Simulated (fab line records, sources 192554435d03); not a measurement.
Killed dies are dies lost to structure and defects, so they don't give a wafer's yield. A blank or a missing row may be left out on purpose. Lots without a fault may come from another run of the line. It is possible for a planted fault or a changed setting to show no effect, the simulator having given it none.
fab line records	flow n5_finfet
record: lots: 7	wafers: 21
route steps=1938 shown BEOL_M11@1590 BEOL_M13@1661 BEOL_M14@1716 BEOL_M15@1801
start_h: hours from the record's first day to the start of the lot's first wafer shown	wait_h: hours since the lot's step before	" repeats the value in the row above	L1.1+2: a single row standing in for several wafers	- either no value or no given start	* or withheld: withheld	< > ~ a bound
route shown NAME@n: names a module that has steps shown in the file, with the first one's number in the route	usual: mean/standard deviation taken from wafers without a fault	same: alike in all rows	chamber/n: place in a boat	sites: per-site readings	_std_site: standard deviation across them	_edge_site: mean of outer sites minus mean of inner sites	radius_mm: how far each site lies from the wafer's centre	mask NAME#n: copy n	behind: the last tool/chamber to shape the wafer	hold: what put the lot on hold/how long, in hours/how the hold closed	device: the transistor (n, p or np) that didn't switch	end of line: tests of these same wafers at the route's end	a step with no rows: only its recipe	killed: dies that structure and defects cost at the first sort, which is not the same as the wafer's yield	map: per-die view of a wafer (x killed, . not killed, _ where there is no die)
set.NAME: the setting that was run; set.NAME@STEP: the one run at that earlier step	model.NAME: the simulator's own value behind a step, which no gauge read
lots whose settings were changed on purpose; a table a step, a row a wafer
== steps ==
step: N5_BEOL_M11_ALD_74
recipe: material: TaN	target_thk_a: 20	temp_c: 275	ald_precursor_family: PDMAT	ald_co_reactant: NH3	pressure_torr: 3	carrier_flow_sccm: 1500	pulse_time_s: 2	purge_time_s: 3	co_reactant_purge_time_s: 2	co_reactant_pulse_time_s: 3	ald_cycles: 40	precursor_vessel_temp_c: 75	precursor_vessel_pressure_torr: 26.25	precursor_vessel_carrier_sccm: 1000
lot.wafer	tool	chamber	start_h	wait_h	set.ald_cycles
L075.2+3+4	ald_metal-02	3,1,3	222.62	0.2	40
L077.4+5+6	ald_metal-02	1,0,3	238.01	0.0	40
L079.4+5+6	ald_metal-03	0,2,1	248.50	0.3	40
L085.2+4+6	ald_metal-02	2,3,2	279.77	0.1	42
L086.2+5	ald_metal-03	0,2	287.37	0.1	40
L086.4	"	1	"	"	38
L088.2+5+6	ald_metal-02	1,0,3	301.03	0.0	40
L097.1+6	ald_metal-04	2,0	359.58	0.2	40
L097.3	"	3	"	"	35
step: N5_BEOL_M11_SURFACE_TREAT_76
recipe: gas: Ar	time_s: *	ion_energy_ev: *	ion_current_ma_cm2: 0.5	pressure_mtorr: *	ar_flow_sccm: 30
step: N5_BEOL_M11_CVD_75
recipe: material: Co	target_thk_a: 20	temp_c: withheld	precursor: CCTBA/H2	pressure_torr: 30	time_s: 138.9
step: N5_BEOL_M11_ECD_50
recipe: material: Cu	target_thk_a: 3180
step: N5_BEOL_M11_ANNEAL_51
recipe: temp_c: 225	time_s: 90	ambient: N2
step: N5_BEOL_M11_CMP_52
recipe: stop_on: SiCOH_lowk	t_overpolish_s: 7	down_force_psi: 1	platen_rpm: 50	clearing_platen_down_force_psi: 1.5	clearing_platen_rpm: 50	post_cmp_clean: cu_alkaline	target_thk_nm: 140	clearing_platen_pad_velocity_m_s: 0.99484	pad_velocity_m_s: 0.99484
lot.wafer	tool	chamber	start_h	wait_h	set.bias_w@BEOL_M11_TRENCH_ETCH_37	model.Cu_of_BEOL_M11_ECD_50.thk_nm
L075.4	cmp-02	0	224.04	0.1	185	137.6
L075.3	"	2	"	"	185	140.6
L075.2	"	3	"	"	185	143.2
L077.4	cmp-03	1	239.15	0.2	185	141
L077.6	"	0	"	"	185	138.2
L077.5	"	1	"	"	185	142.4
L079.4	cmp-03	2	249.89	0.1	208	144
L079.5	"	2	"	"	208	145.8
L079.6	"	3	"	"	185	136.8
L085.2	cmp-02	2	281.26	0.3	185	144
L085.4	"	3	"	"	185	143.2
L085.6	"	1	"	"	153.7	131.8
L086.2	cmp-02	2	288.77	0.2	185	141.6
L086.4	"	3	"	"	185	142.2
L086.5	"	3	"	"	185	137
L088.2	cmp-03	1	302.85	0.3	167.2	132.8
L088.6	"	0	"	"	185	137.4
L088.5	"	1	"	"	185	141.8
L097.1	cmp-01	3	361.00	0.3	185	144.8
L097.3	"	1	"	"	185	139.8
L097.6	"	2	"	"	214	152.2
step: N5_BEOL_M11_THK_MEAS_53
recipe: thk_meas_gauge: xrf	reads: Cu_of_BEOL_M11_ECD_50
usual: M11_THK: 140.7/2.7
lot.wafer	tool	chamber	start_h	wait_h	set.bias_w@BEOL_M11_TRENCH_ETCH_37	M11_THK[nm]
L075.2	film_metro-01	-	224.33	-	185	144.6
L075.3	"	-	"	"	185	142.0
L075.4	"	-	"	"	185	139.6
L077.4	film_metro-02	-	239.41	-	185	142.8
L077.5	"	-	"	"	185	144.2
L077.6	"	-	"	"	185	140.3
L079.4	film_metro-01	-	250.19	-	208	144.4
L079.5	"	-	"	"	208	146.0
L079.6	"	-	"	"	185	137.1
L085.2	film_metro-01	-	281.52	-	185	145.7
L085.4	"	-	"	"	185	144.3
L085.6	"	-	"	"	153.7	132.8
L086.2	film_metro-01	-	289.06	-	185	144.0
L086.4	"	-	"	"	185	143.8
L086.5	"	-	"	"	185	138.4
L088.2	film_metro-02	-	303.10	-	167.2	134.3
L088.5	"	-	"	"	185	143.9
L088.6	"	-	"	"	185	139.4
L097.1	film_metro-01	-	361.26	-	185	146.8
L097.3	"	-	"	"	185	142.1
L097.6	"	-	"	"	214	154.3
step: N5_BEOL_M11_PRE_CLEAN_55
recipe: gas: NH3	time_s: 15	temp_c: withheld	rf_power_w: 300
step: N5_BEOL_M11_DEP_56
recipe: material: SiCN	target_thk_a: 300	temp_c: withheld	precursor: 3MS/NH3	pressure_torr: 3	rf_w: 675	time_s: 10.5
step: N5_BEOL_M11_RS_MEAS_57
recipe: thk_meas_gauge: four-point-probe	reads: Cu_of_BEOL_M11_ECD_50+Co_of_BEOL_M11_CVD_75+TaN_of_BEOL_M11_ALD_74
usual: M11_RS: 0.152/0.0031
lot.wafer	tool	chamber	start_h	wait_h	set.bias_w@BEOL_M11_TRENCH_ETCH_37	M11_RS[ohm/sq]
L075.2	film_metro-01	-	224.46	0.0	185	0.147
L075.3	"	-	"	"	185	0.150
L075.4	"	-	"	"	185	0.154
L077.4	film_metro-01	-	239.53	0.0	185	0.150
L077.5	"	-	"	"	185	0.148
L077.6	"	-	"	"	185	0.153
L079.4	film_metro-01	-	250.31	0.0	208	0.146
L079.5	"	-	"	"	208	0.145
L079.6	"	-	"	"	185	0.155
L085.2	film_metro-01	-	281.65	0.0	185	0.147
L085.4	"	-	"	"	185	0.147
L085.6	"	-	"	"	153.7	0.162
L086.2	film_metro-02	-	289.19	0.0	185	0.149
L086.4	"	-	"	"	185	0.149
L086.5	"	-	"	"	185	0.155
L088.2	film_metro-02	-	303.23	0.0	167.2	0.160
L088.5	"	-	"	"	185	0.149
L088.6	"	-	"	"	185	0.154
L097.1	film_metro-02	-	361.39	0.0	185	0.146
L097.3	"	-	"	"	185	0.152
L097.6	"	-	"	"	214	0.138
step: N5_BEOL_M13_COAT_58
recipe: resist: BARC	temp_c: 205	time_s: 60	spin_rpm: 1500	resist_thk_nm: 89
lot.wafer	tool	chamber	start_h	wait_h	set.spin_rpm	model.BARC_of_BEOL_M13_COAT_58.thk_nm
L075.2+4	litho_track-04	0	230.64	0.0	1500	88.6
L075.3	"	0	"	"	1500	88.8
L077.4	litho_track-03	0	246.46	0.0	1500	89.6
L077.5	"	0	"	"	1390	92.6
L077.6	"	0	"	"	1390	92.4
L079.4	litho_track-05	0	254.50	0.0	1500	89
L079.5+6	"	0	"	"	1637	85
L085.2	litho_track-05	0	286.68	0.0	1385	93.2
L085.4	"	0	"	"	1500	89.6
L085.6	"	0	"	"	1500	89.4
L086.2	litho_track-05	0	294.61	0.0	1615	86
L086.4	"	0	"	"	1500	88.8
L086.5	"	0	"	"	1500	89.2
L088.2+5	litho_track-04	0	307.90	0.0	1500	89.4
L088.6	"	0	"	"	1500	89.2
L097.1+3	litho_track-04	0	367.77	0.0	1500	89
L097.6	"	0	"	"	1500	88.8
step: N5_BEOL_M13_ETCH_59
recipe: chemistry: N2/H2	target: BARC	target_depth_a: 890	overetch_a: 267	time_s: 67.9	ion_energy_ev: 200	pressure_mtorr: 30	source_w: 840	bias_w: 150	n2_flow_sccm: 200	h2_flow_sccm: 200
lot.wafer	tool	chamber	start_h	wait_h	set.time_s	set.spin_rpm@BEOL_M13_COAT_58	model.coat_of_BEOL_M13_COAT_04.thk_nm	model.etch.depth_nm
L075.2	rie_diel-03	3	231.31	0.0	67.9	1500	317.4	88.56
L075.3	"	0	"	"	67.9	1500	320.8	88.76
L075.4	"	1	"	"	67.9	1500	317.4	88.68
L077.4	rie_diel-05	1	246.86	0.0	67.9	1500	319.4	89.51
L077.5	"	2	"	"	78.84	1390	306.4	92.59
L077.6	"	1	"	"	67.9	1390	319.2	92.48
L079.4	rie_diel-05	0	254.89	0.0	76.34	1500	308	88.91
L079.5	"	0	"	"	67.9	1637	315.2	85.07
L079.6	"	3	"	"	76.34	1637	309.6	84.99
L085.2	rie_diel-05	0	287.19	0.0	67.9	1385	314.4	93.2
L085.4	"	1	"	"	67.9	1500	318	89.51
L085.6	"	3	"	"	67.9	1500	319	89.39
L086.2	rie_diel-05	3	295.14	0.0	72.56	1615	314.2	85.95
L086.4	"	0	"	"	67.9	1500	317.6	88.84
L086.5	"	2	"	"	67.9	1500	315.4	89.12
L088.2	rie_diel-05	0	308.42	0.0	67.9	1500	315.6	89.46
L088.5	"	1	"	"	67.9	1500	315.8	89.35
L088.6	"	2	"	"	56.61	1500	326	89.25
L097.1	rie_diel-03	3	369.03	0.0	67.9	1500	315	89.07
L097.3	"	2	"	"	67.9	1500	314.4	88.99
L097.6	"	3	"	"	67.9	1500	316	88.78
step: N5_BEOL_M13_VIA_ETCH_16
recipe: chemistry: C4F8/O2/Ar	target: SiOC	pressure_mtorr: 30	source_w: 3000	bias_w: 700	Ar_flow_sccm: 400	C4F8_flow_sccm: 15	O2_flow_sccm: 8	he_inner_torr: 15	he_outer_torr: 30	target_depth_a: 9217	time_s: withheld	ion_energy_ev: 250	ends: cleared
step: N5_BEOL_M13_STRIP_63
recipe: chemistry: N2/H2	power_w: 1000	temp_c: 250	h2_frac: 0.65	overash_fraction: 0.3	pressure_mtorr: 1000	n2_flow_sccm: 1750	h2_flow_sccm: 3250
step: N5_BEOL_M13_STRIP_64
recipe: chemistry: N2/H2	power_w: 1000	temp_c: 250	h2_frac: 0.65	overash_fraction: 0.3	pressure_mtorr: withheld	n2_flow_sccm: 1750	h2_flow_sccm: 3250
usual: strip_time_to_endpoint_s: 31.32/0.073
lot.wafer	tool	chamber	start_h	wait_h	set.spin_rpm@BEOL_M13_COAT_58	strip_time_to_endpoint_s
L075.2	plasma_asher-01	1	231.67	0.0	1500	31.17
L075.3	"	1	"	"	1500	31.25
L075.4	"	0	"	"	1500	31.23
L077.4	plasma_asher-02	0	247.22	0.0	1500	31.46
L077.5	"	0	"	"	1390	32.33
L077.6	"	1	"	"	1390	32.30
L079.4	plasma_asher-01	1	255.26	0.0	1500	31.28
L079.5	"	1	"	"	1637	30.18
L079.6	"	0	"	"	1637	30.16
L085.2	plasma_asher-02	0	287.54	0.0	1385	32.52
L085.4	"	1	"	"	1500	31.46
L085.6	"	1	"	"	1500	31.42
L086.2	plasma_asher-02	1	295.48	0.0	1615	30.44
L086.4	"	1	"	"	1500	31.27
L086.5	"	1	"	"	1500	31.35
L088.2	plasma_asher-02	0	308.77	0.0	1500	31.45
L088.5	"	0	"	"	1500	31.42
L088.6	"	1	"	"	1500	31.38
L097.1	plasma_asher-02	1	369.39	0.0	1500	31.32
L097.3	"	0	"	"	1500	31.31
L097.6	"	1	"	"	1500	31.24
step: N5_BEOL_M14_ILD_DEP_00
recipe: material: SiO2	target_thk_a: 11193	temp_c: 400	precursor: TEOS/O2	pressure_torr: 6.5	rf_w: 900	teos_flow_sccm: 161.4	gas: O2	flow_sccm: 2650	time_s: 237.4
lot.wafer	tool	chamber	start_h	wait_h	set.time_s	model.SiO2_of_BEOL_M14_ILD_DEP_00.thk_nm
L075.2	pecvd-01	2	235.28	0.0	237.4	1109
L075.3	"	0	"	"	237.4	1075
L075.4	"	2	"	"	237.4	1124
L077.4	pecvd-04	1	252.35	0.1	219.1	1049
L077.5	"	2	"	"	219.1	1053
L077.6	"	1	"	"	237.4	1124
L079.4	pecvd-01	0	260.51	0.1	211.8	980.8
L079.5	"	1	"	"	237.4	1141
L079.6	"	2	"	"	211.8	1007
L085.2	pecvd-04	2	292.77	0.0	237.4	1112
L085.4	"	2	"	"	237.4	1139
L085.6	"	1	"	"	237.4	1131
L086.2	pecvd-02	2	299.73	0.0	259.2	1188
L086.4	"	0	"	"	237.4	1124
L086.5	"	0	"	"	259.2	1219
L088.2	pecvd-02	0	313.62	0.0	209.7	987.6
L088.5	"	1	"	"	237.4	1126
L088.6	"	2	"	"	209.7	993.2
L097.1	pecvd-01	2	375.02	0.0	237.4	1110
L097.3	"	1	"	"	217	1031
L097.6	"	0	"	"	217	1013
step: N5_BEOL_M14_THK_MEAS_01
recipe: reads: SiO2_of_BEOL_M14_ILD_DEP_00
usual: M14_ILD_THK: 1118/17
lot.wafer	tool	chamber	start_h	wait_h	set.time_s@BEOL_M14_ILD_DEP_00	M14_ILD_THK[nm]
L075.2	film_metro-02	-	235.47	0.1	237.4	1108
L075.3	"	-	"	"	237.4	1076
L075.4	"	-	"	"	237.4	1125
L077.4	film_metro-02	-	252.54	0.1	219.1	1048
L077.5	"	-	"	"	219.1	1053
L077.6	"	-	"	"	237.4	1124
L079.4	film_metro-02	-	260.62	0.0	211.8	981
L079.5	"	-	"	"	237.4	1140
L079.6	"	-	"	"	211.8	1008
L085.2	film_metro-02	-	292.96	0.1	237.4	1112
L085.4	"	-	"	"	237.4	1139
L085.6	"	-	"	"	237.4	1132
L086.2	film_metro-02	-	300.00	0.2	259.2	1187
L086.4	"	-	"	"	237.4	1125
L086.5	"	-	"	"	259.2	1219
L088.2	film_metro-01	-	313.81	0.1	209.7	988
L088.5	"	-	"	"	237.4	1125
L088.6	"	-	"	"	209.7	993
L097.1	film_metro-02	-	375.21	0.1	237.4	1110
L097.3	"	-	"	"	217	1030
L097.6	"	-	"	"	217	1013
step: N5_BEOL_M14_PEB_08
recipe: peb_temp_c: 130	peb_time_s: 90
lot.wafer	tool	chamber	start_h	wait_h	set.peb_time_s
L075.2+3+4	litho_track-02	0	235.79	0.0	90
L077.4+5+6	litho_track-02	0	252.73	0.0	106.9
L079.4	litho_track-05	0	260.81	0.0	90
L079.5+6	"	0	"	"	107.1
L085.2+6	litho_track-02	0	293.28	0.0	90
L085.4	"	0	"	"	101.5
L086.2	litho_track-02	0	300.19	0.0	100.6
L086.4+5	"	0	"	"	90
L088.2+6	litho_track-01	0	314.00	0.0	90
L088.5	"	0	"	"	101.9
L097.1+6	litho_track-05	0	375.40	0.1	95.84
L097.3	"	0	"	"	90
step: N5_BEOL_M14_DEVELOP_09
recipe: develop_time_s: 45	rinse_liquid: diw	dry: air_spin	dev_temp_c: 21
step: N5_BEOL_M14_HARDBAKE_14
recipe: temp_c: 130	time_s: 120
step: N5_BEOL_M14_DESCUM_15
recipe: chemistry: O2	time_s: 7.9	source_power_w: 50	bias_power_w: 20	pressure_mtorr: 20	rf_frequency_hz: 2.712e+07	temp_c: 40	o2_flow_sccm: 225
step: N5_BEOL_M14_ETCH_59
recipe: chemistry: N2/H2	target: BARC	target_depth_a: 890	overetch_a: 267	time_s: 67.9	ion_energy_ev: 200	pressure_mtorr: 30	source_w: 840	bias_w: 150	n2_flow_sccm: 200	h2_flow_sccm: 200
step: N5_BEOL_M14_VIA_ETCH_16
recipe: chemistry: C4F8/O2/Ar	target: SiO2	he_inner_torr: 15	he_outer_torr: 30	target_depth_a: 12313	time_s: withheld	ion_energy_ev: 800	pressure_mtorr: 20	source_w: 1905	bias_w: 2040	Ar_flow_sccm: 400	C4F8_flow_sccm: 16	O2_flow_sccm: 12	ends: cleared
lot.wafer	tool	chamber	start_h	wait_h	set.time_s@BEOL_M14_ILD_DEP_00	model.etch.depth_nm	model.coat_of_BEOL_M14_COAT_04.thk_nm
L075.2	rie_diel-06	0	236.14	0.0	*	1109	460.2
L075.3	"	2	"	"	*	1075	468.8
L075.4	"	3	"	"	*	1124	461.4
L077.4	rie_diel-04	2	253.33	0.0	*	1049	477
L077.5	"	0	"	"	*	1053	470
L077.6	"	3	"	"	*	1124	454.6
L079.4	rie_diel-04	1	261.10	0.0	*	980.8	481.6
L079.5	"	3	"	"	*	1141	444
L079.6	"	0	"	"	*	1007	479.2
L085.2	rie_diel-02	3	293.63	0.0	*	1112	447.4
L085.4	"	1	"	"	*	1139	444.6
L085.6	"	3	"	"	*	1131	444.8
L086.2	rie_diel-06	3	300.56	0.0	*	1188	445.6
L086.4	"	0	"	"	*	1124	456.8
L086.5	"	2	"	"	*	1219	432.8
L088.2	rie_diel-06	0	314.29	0.0	*	987.5	483.6
L088.5	"	0	"	"	*	1126	452.2
L088.6	"	1	"	"	*	993.3	481.8
L097.1	rie_diel-06	3	375.69	0.0	*	1110	465
L097.3	"	0	"	"	*	1031	476.2
L097.6	"	0	"	"	*	1013	480.2
step: N5_BEOL_M15_PEB_26
recipe: peb_temp_c: 130	peb_time_s: 90
lot.wafer	tool	chamber	start_h	wait_h	set.peb_time_s
L075.2+3+4	litho_track-03	0	241.95	0.0	90
L077.4+5	litho_track-04	0	261.63	0.0	83.81
L077.6	"	0	"	"	90
L079.4+5	litho_track-03	0	269.01	0.0	90
L079.6	"	0	"	"	100.5
L085.2+4	litho_track-03	0	299.92	0.0	90
L085.6	"	0	"	"	70.28
L086.2+4+5	litho_track-03	0	307.03	0.0	90
L088.2+5	litho_track-04	0	324.24	0.0	90
L088.6	"	0	"	"	100.1
L097.1+3	litho_track-02	0	382.57	0.1	90
L097.6	"	0	"	"	81.7
step: N5_BEOL_M15_ETCH_61
recipe: chemistry: N2/H2	target: BARC	target_depth_a: 890	overetch_a: 267	time_s: 67.9	ion_energy_ev: 200	pressure_mtorr: 30	source_w: 840	bias_w: 150	n2_flow_sccm: 200	h2_flow_sccm: 200
lot.wafer	tool	chamber	start_h	wait_h	set.time_s	set.peb_time_s@BEOL_M15_PEB_26	model.coat_of_BEOL_M15_COAT_22.thk_nm	model.BEOL_M15.cd_nm
L075.2	rie_diel-05	1	242.21	0.0	67.9	90	718.8	403.8
L075.3	"	3	"	"	67.9	90	719.6	402.2
L075.4	"	2	"	"	67.9	90	715.2	400.4
L077.4	rie_diel-05	2	261.87	0.0	67.9	83.81	718.2	396.6
L077.5	"	2	"	"	53.32	83.81	731.4	396.2
L077.6	"	1	"	"	53.32	90	733.2	398
L079.4	rie_diel-05	3	269.25	0.0	73.69	90	714	404.2
L079.5	"	3	"	"	67.9	90	719.4	402.2
L079.6	"	2	"	"	73.69	100.5	710.2	405.2
L085.2	rie_diel-01	1	300.62	0.0	81.72	90	701.8	401.8
L085.4	"	2	"	"	67.9	90	716	403.6
L085.6	"	2	"	"	81.72	70.28	703.6	392.6
L086.2	rie_diel-01	0	307.27	0.0	67.9	90	714.8	404.4
L086.4	"	1	"	"	67.9	90	714.6	402.8
L086.5	"	1	"	"	67.9	90	714	401.4
L088.2	rie_diel-01	2	324.74	0.0	77.22	90	710.8	401.8
L088.5	"	1	"	"	67.9	90	717.6	400.8
L088.6	"	0	"	"	67.9	100.1	715.8	405.6
L097.1	rie_diel-01	1	382.81	0.0	67.9	90	710.2	398.2
L097.3	"	2	"	"	67.9	90	710.8	397.6
L097.6	"	3	"	"	67.9	81.7	710.8	397
step: N5_BEOL_M15_TRENCH_ETCH_34
recipe: chemistry: C4F8/O2/Ar	target: SiO2	target_depth_a: 8729.3	he_inner_torr: 15	he_outer_torr: 30	time_s: 199	ion_energy_ev: 800	pressure_mtorr: 20	source_w: 1905	bias_w: 2040	Ar_flow_sccm: 400	C4F8_flow_sccm: 16	O2_flow_sccm: 12
lot.wafer	tool	chamber	start_h	wait_h	set.peb_time_s@BEOL_M15_PEB_26	model.BEOL_M15.cd_nm
L075.2	rie_diel-05	1	242.26	0.0	90	403.8
L075.3	"	3	"	"	90	401.6
L075.4	"	2	"	"	90	400.4
L077.4	rie_diel-05	2	261.92	0.0	83.81	396.4
L077.5	"	2	"	"	83.81	396.2
L077.6	"	1	"	"	90	397.8
L079.4	rie_diel-05	3	269.30	0.0	90	404
L079.5	"	3	"	"	90	401.8
L079.6	"	2	"	"	100.5	405.2
L085.2	rie_diel-01	1	300.67	0.0	90	401.8
L085.4	"	2	"	"	90	404.2
L085.6	"	2	"	"	70.28	393.4
L086.2	rie_diel-01	0	307.32	0.0	90	404.2
L086.4	"	1	"	"	90	403
L086.5	"	1	"	"	90	401.8
L088.2	rie_diel-01	2	324.79	0.0	90	402
L088.5	"	1	"	"	90	401.8
L088.6	"	0	"	"	100.1	406
L097.1+3	rie_diel-01	1,2	382.86	0.0	90	398.2
L097.6	"	3	"	"	81.7	397.4
step: N5_BEOL_M15_STRIP_36
recipe: chemistry: O2	power_w: 600	temp_c: 60	pressure_mtorr: 30	rf_frequency_hz: 6e+07	bias_power_w: 0	overash_fraction: 0.3	o2_flow_sccm: 225
step: N5_BEOL_M15_STRIP_62
recipe: chemistry: O2	power_w: 600	temp_c: 60	pressure_mtorr: 30	rf_frequency_hz: 6e+07	bias_power_w: 0	overash_fraction: 0.3	o2_flow_sccm: 225
step: N5_BEOL_M15_STRIP_37
recipe: chemistry: O2	power_w: 600	temp_c: 60	pressure_mtorr: 30	rf_frequency_hz: 6e+07	bias_power_w: 0	overash_fraction: 0.3	o2_flow_sccm: 225
step: N5_BEOL_M15_ETCH_38
recipe: chemistry: CF4/N2	target: SiCN	target_depth_a: 1064	taper_deg: 2	time_s: 120.5	ion_energy_ev: 150	mask_material: SiO2	pressure_mtorr: 40	source_w: 430	bias_w: 70	Ar_flow_sccm: 100	cf4_flow_sccm: 60	n2_flow_sccm: 60
lot.wafer	tool	chamber	start_h	wait_h	set.peb_time_s@BEOL_M15_PEB_26	model.BEOL_M15.cd_nm
L075.2	rie_diel-03	1	-	-	90	404
L075.3	"	0	"	"	90	401.8
L075.4	"	2	"	"	90	400.4
L077.4	rie_diel-03	2	-	-	83.81	396.4
L077.5	"	0	"	"	83.81	396.2
L077.6	"	1	"	"	90	398
L079.4	rie_diel-03	0	-	-	90	403.8
L079.5	"	2	"	"	90	401.8
L079.6	"	1	"	"	100.5	405.2
L085.2	rie_diel-03	1	-	-	90	402
L085.4	"	2	"	"	90	404
L085.6	"	2	"	"	70.28	393.4
L086.2	rie_diel-05	2	-	-	90	404.2
L086.4	"	2	"	"	90	403
L086.5	"	0	"	"	90	401.6
L088.2	rie_diel-05	3	-	-	90	402
L088.5	"	0	"	"	90	401.8
L088.6	"	1	"	"	100.1	406
L097.1	rie_diel-01	2	-	-	90	398.2
L097.3	"	1	"	"	90	398
L097.6	"	0	"	"	81.7	397.4
== key ==
split: step: N5_BEOL_M11_ALD_74	setting: ald_cycles	stated: 40	by: wafer
response none clear
split: step: N5_BEOL_M13_COAT_58	setting: spin_rpm	stated: 1500	by: wafer
response: step: N5_BEOL_M13_COAT_58	reading: model.BARC_of_BEOL_M13_COAT_58.thk_nm	change: -0.429	per: 1%	r: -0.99
response: step: N5_BEOL_M13_ETCH_59	reading: model.etch.depth_nm	change: -0.431	per: 1%	r: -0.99
response: step: N5_BEOL_M13_STRIP_64	reading: strip_time_to_endpoint_s	change: *	per: 1%	r: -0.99
split: step: N5_BEOL_M13_ETCH_59	setting: time_s	stated: 67.9	by: wafer
response: step: N5_BEOL_M13_ETCH_59	reading: model.coat_of_BEOL_M13_COAT_04.thk_nm	change: -0.643	per: 1%	r: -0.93
split: step: N5_BEOL_M14_ILD_DEP_00	setting: time_s	stated: 237.4	by: wafer
response: step: N5_BEOL_M14_ILD_DEP_00	reading: model.SiO2_of_BEOL_M14_ILD_DEP_00.thk_nm	change: +11.1	per: 1%	r: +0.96
response: step: N5_BEOL_M14_THK_MEAS_01	reading: M14_ILD_THK	change: +11.1	per: 1%	r: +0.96
response: step: N5_BEOL_M14_VIA_ETCH_16	reading: model.etch.depth_nm	change: +11.1	per: 1%	r: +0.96
response: step: N5_BEOL_M14_VIA_ETCH_16	reading: model.coat_of_BEOL_M14_COAT_04.thk_nm	change: -2.49	per: 1%	r: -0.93
split: step: N5_BEOL_M14_PEB_08	setting: peb_time_s	stated: 90	by: wafer
response none clear
split: step: N5_BEOL_M15_PEB_26	setting: peb_time_s	stated: 90	by: wafer
response: step: N5_BEOL_M15_ETCH_61	reading: model.BEOL_M15.cd_nm	change: +0.357	per: 1%	r: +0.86
response: step: N5_BEOL_M15_TRENCH_ETCH_34	reading: model.BEOL_M15.cd_nm	change: +0.344	per: 1%	r: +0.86
response: step: N5_BEOL_M15_ETCH_38	reading: model.BEOL_M15.cd_nm	change: +0.346	per: 1%	r: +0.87
split: step: N5_BEOL_M15_ETCH_61	setting: time_s	stated: 67.9	by: wafer
response: step: N5_BEOL_M15_ETCH_61	reading: model.coat_of_BEOL_M15_COAT_22.thk_nm	change: -0.631	per: 1%	r: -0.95
split outside_this_file step=N5_BEOL_M11_TRENCH_ETCH_37 setting=bias_w
split outside_this_file: this setting was split too, and the file shows its column; the key of that split is in another file
